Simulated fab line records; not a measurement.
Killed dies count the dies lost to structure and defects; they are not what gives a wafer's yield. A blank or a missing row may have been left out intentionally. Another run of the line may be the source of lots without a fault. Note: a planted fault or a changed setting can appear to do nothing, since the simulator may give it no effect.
Chamber matching    flow nandHarc    rieDiel-07 running NHARC_A_STAIRCASE_TRIM_196: 4 sister chambers
The step chemistry O2, time 211.2 s. 4 wafers are shown with their chamber, then 10 later ones without.

WAFERS PAIRED WITH THEIR CHAMBERS
wafer   chamber  drypumpMotorCurrentA (A)
L083.5  3        4.9
L083.6  0        5.9
L088.1  1        6.3
L088.5  2        5.9

WAFERS WHOSE CHAMBER IS MISSING
wafer   drypumpMotorCurrentA (A)
L088.6  4.9
L090.2  5.9
L090.5  6.3
L090.6  5.9
L094.2  5.9
L094.3  6.0
L094.5  4.9
L096.1  5.8
L096.3  6.0
L096.4  4.8

WHICH CHAMBER EACH WENT THROUGH
wafer   from the rows above      in truth
L088.6  3                        3
L090.2  can't be placed: 0 or 2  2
L090.5  1                        1
L090.6  can't be placed: 0 or 2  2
L094.2  can't be placed: 0 or 2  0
L094.3  can't be placed: 0 or 2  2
L094.5  3                        3
L096.1  can't be placed: 0 or 2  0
L096.3  can't be placed: 0 or 2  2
L096.4  3                        3
Correct placement for 4 of the 10. Can't be placed from these rows: 6 (the true chamber is among the candidates in 6). Number placed wrongly: 0.
How it was worked out, from the rows above alone: a wafer's distance from a chamber is the root of the sum, over the readings, of the square of ((its reading less the chamber's mean) divided by the reading's scatter). If the next closest chamber is less than 2 further off than the closest, the wafer can't be placed; otherwise it belongs to the closest. Each chamber's mean is taken over the wafers shown for it. The scatter (one wafer shown for each chamber): square how far every hidden wafer sits from the nearest shown wafer, average those squares and take the square root.
